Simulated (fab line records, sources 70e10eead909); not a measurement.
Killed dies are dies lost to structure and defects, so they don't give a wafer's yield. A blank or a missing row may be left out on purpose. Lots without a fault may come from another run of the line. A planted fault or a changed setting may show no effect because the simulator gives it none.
Chamber matching | flow nand_harc | NHARC_P_M1_DESCUM_14 on rie_diel-01: 4 sister chambers
The step chemistry O2, time 3 s. 24 wafers are shown with their chamber, then 12 later ones without.

WAFERS WITH THEIR CHAMBER
wafer  | chamber | drypump_motor_current_A (A) | showerhead_plenum_p_Torr (Torr) | oes_product_au (a.u.)
L074.4 | 3       | 5.8                         | 1.87                            | 0.997
L074.5 | 2       | 6.3                         | 1.98                            | 1.001
L074.6 | 3       | 5.8                         | 1.87                            | 1.000
L075.2 | 3       | 5.8                         | 1.87                            | 0.980
L075.3 | 0       | 6.3                         | 1.90                            | 1.006
L075.6 | 3       | 5.8                         | 1.87                            | 0.992
L079.1 | 0       | 6.3                         | 1.90                            | 1.003
L079.2 | 3       | 5.8                         | 1.87                            | 0.993
L079.3 | 2       | 6.3                         | 1.98                            | 1.005
L082.1 | 1       | 5.7                         | 1.88                            | 0.988
L082.4 | 0       | 6.3                         | 1.90                            | 1.000
L082.6 | 1       | 5.7                         | 1.88                            | 1.010
L085.1 | 2       | 6.2                         | 1.97                            | 1.008
L085.3 | 1       | 5.7                         | 1.88                            | 1.006
L085.4 | 0       | 6.3                         | 1.90                            | 1.010
L086.1 | 0       | 6.3                         | 1.90                            | 0.992
L086.3 | 3       | 5.8                         | 1.86                            | 0.994
L086.4 | 2       | 6.3                         | 1.97                            | 0.998
L087.4 | 2       | 6.3                         | 1.97                            | 1.000
L087.5 | 0       | 6.3                         | 1.90                            | 1.008
L087.6 | 1       | 5.7                         | 1.88                            | 0.996
L088.2 | 1       | 5.7                         | 1.88                            | 0.985
L088.4 | 0       | 6.3                         | 1.90                            | 0.994
L088.5 | 3       | 5.8                         | 1.86                            | 0.997

SIGNATURES (means of the wafers above)
reading                  | chamber 0 | chamber 1 | chamber 2 | chamber 3 | scatter within a chamber
drypump_motor_current_A  | 6.300     | 5.700     | 6.280     | 5.800     | 0.02
showerhead_plenum_p_Torr | 1.9000    | 1.8800    | 1.9740    | 1.8671    | 0.00363
oes_product_au           | 1.00186   | 0.99700   | 1.00240   | 0.99329   | 0.00734
Rule: a wafer's distance from a chamber is the root of the sum, over the readings, of the square of ((its reading less the chamber's mean) divided by the reading's scatter). The wafer belongs to the nearest chamber; if the next one is less than 2 further off, it can't be placed. The scatter: the root of (the sum of the squares of (reading less its chamber's mean) over the shown wafers, divided by (wafers less chambers)).

WAFERS WITHOUT THEIR CHAMBER
wafer  | drypump_motor_current_A (A) | showerhead_plenum_p_Torr (Torr) | oes_product_au (a.u.)
L093.3 | 6.3                         | 1.97                            | 1.015
L093.4 | 5.8                         | 1.86                            | 0.995
L093.5 | 6.3                         | 1.90                            | 0.998
L095.2 | 6.2                         | 1.97                            | 0.997
L095.5 | 5.8                         | 1.86                            | 0.995
L095.6 | 6.2                         | 1.97                            | 1.013
L096.1 | 5.8                         | 1.86                            | 0.996
L096.3 | 5.7                         | 1.88                            | 0.992
L096.6 | 5.8                         | 1.86                            | 0.993
L097.3 | 5.7                         | 1.88                            | 0.998
L097.4 | 5.8                         | 1.86                            | 0.998
L097.6 | 6.3                         | 1.97                            | 0.998

WHICH CHAMBER EACH WENT THROUGH
wafer  | from the rows above | in truth
L093.3 | 2                   | 2
L093.4 | 3                   | 3
L093.5 | 0                   | 0
L095.2 | 2                   | 2
L095.5 | 3                   | 3
L095.6 | 2                   | 2
L096.1 | 3                   | 3
L096.3 | 1                   | 1
L096.6 | 3                   | 3
L097.3 | 1                   | 1
L097.4 | 3                   | 3
L097.6 | 2                   | 2
Placed correctly: 12 of 12. Can't be placed from these rows: 0. Placed wrongly: 0.
